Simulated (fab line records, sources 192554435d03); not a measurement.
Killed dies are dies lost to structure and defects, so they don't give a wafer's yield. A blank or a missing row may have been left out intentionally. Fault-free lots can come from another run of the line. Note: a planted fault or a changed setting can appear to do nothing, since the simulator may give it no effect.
A struck lot beside a sound one :: flow n5Finfet :: 23 steps out of a route of 1938
Sound: wafers L122.1, L122.4, L122.5. The struck wafers were L139.1, L139.2, L139.5. The cause comes at the end.
Order at every step that has rows: each side's tool, ch and its chambers, its first start. Under that, the readings that differ: sound wafers :: struck wafers :: difference of the means :: sigmas: that difference in standard deviations of wafers without a fault.
alike: a reading whose means differ by less than 2 such deviations, as well as words and numbers matching on both sides. not compared: withheld readings; readings where some wafer has no value; bounds like >300 that might hide an equal value; numbers whose values overlap and for which the record gives no deviation.
Wherever a step has rows on one side only, a row that says differs or no value, or a row with sigmas, the two part there. When numbers do not overlap yet have no deviation, they are printed without sigmas and do not part them. A reading missing from all wafers of one side parts the sides only when that side holds two or more wafers.

first, 11 steps without rows for these wafers: N5_BEOL_M2_DESCUM_16 (chemistry O2, time 7 s); N5_BEOL_M2_ETCH_74 (etches underlayer in N2/H2, target depth 6.5 nm, time 5.2 s); N5_BEOL_M2_ETCH_63 (etches SiARC in CF4, target depth 15.6 nm, time 26 s); N5_BEOL_M2_ETCH_64 (etches SOC in N2/H2, target depth 75 nm, overetch 22.5 nm, time 121.9 s); N5_BEOL_M2_STRIP_65 (strips in N2/H2); N5_BEOL_M2_STRIP_75 (strips in N2/H2); N5_BEOL_M2_STRIP_66 (strips in CF4); N5_BEOL_M2_HM_OPEN_17 (chemistry Cl2/BCl3, target TiN, target depth 20 nm, overetch 6 nm); N5_BEOL_M2_STRIP_19 (strips in O2); N5_BEOL_M2_COAT_67 (time 60 s, resist thk 60 nm); N5_BEOL_M2_COAT_68 (time 60 s, resist thk 12 nm).
N5_BEOL_M2_COAT_76: time 60 s, resist thk 5 nm.
  sound on lithoTrack-03 ch 0, day 6 20:19; struck on lithoTrack-04 ch 0, day 10 23:59
reading: spinSpeedRpm (rpm)
sound: 1499.2 1500.1 1499.7
struck: 1537.9 1537.8 1536.5
difference: +37.7
sigmas: +34
then, 7 steps without rows for these wafers: N5_BEOL_M2_COAT_22 (resist thk 30 nm); N5_BEOL_M2_EBR_24; N5_BEOL_M2_SOFTBAKE_23 (time 60 s); N5_BEOL_M2_EXPOSE_25 (exposes mask V1, defocus 5 nm); N5_BEOL_M2_PEB_26 (peb time 60 s); N5_BEOL_M2_DEVELOP_27 (develop time 30 s); N5_BEOL_M2_DESCUM_33 (chemistry O2, time 7 s).
N5_BEOL_M2_ETCH_77: etches underlayer in N2/H2, target depth 6.5 nm, time 5.2 s.
  sound on rieDiel-01 ch 1,2,3, day 6 20:53; struck on rieDiel-05 ch 2,3, day 11 00:25
reading: model.etch.depthNm (nm)
sound: 5.023 5.023 5.019
struck: 4.946 4.962 4.958
difference: -0.066
sigmas: 
  alike: biasW, drypumpMotorCurrentA, etchRfOnTimeS, h2FlowSccm, oesProductAu, rfVppV, showerheadPlenumPTorr, throttleValvePct
  not compared: rfHoursCounterH
then, 1 step without rows for these wafers: N5_BEOL_M2_ETCH_69 (etches SiARC in CF4, target depth 15.6 nm, time 26 s).
N5_BEOL_M4_RC_MEAS_101:
  sound on prober-02 ch 0, day 8 04:13; struck on prober-02 ch 0, day 12 17:26
  alike: DIBL_N, DIBL_P, IOFF_N, IOFF_P, ION_N, ION_P, SS_N, SS_P, VT_N, VT_P
-- here the record skips 5 days between the struck wafers' starts before and after, leaving off in module BEOL_M4 and picking up in module PASSIVATION (first step shown: number 1936 of the route) --
N5_PASSIVATION_PROBE_49:
  struck on prober-02, day 17 15:57; sound on prober-01, day 13 00:02
  alike: defectLimitedYield, killed_at_M0_to_M3, killed_at_M4_up, killedAtContacts, killedAtFrontEnd, killedAtOther, killedDies, killedOpen, killedShort, sort_bin_5_function, sort_bin_6_memory, sortNPass, sortYieldPct

WHERE THEY PART
Only at N5_BEOL_M2_COAT_76, within this record. Later steps at which nothing parts them and some readings are alike: N5_BEOL_M2_ETCH_77, N5_BEOL_M4_RC_MEAS_101, N5_PASSIVATION_PROBE_49.

WHY: the cause the simulator had injected
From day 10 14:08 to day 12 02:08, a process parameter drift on lithoTrack-04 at N5_BEOL_M2_COAT_76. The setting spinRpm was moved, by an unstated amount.
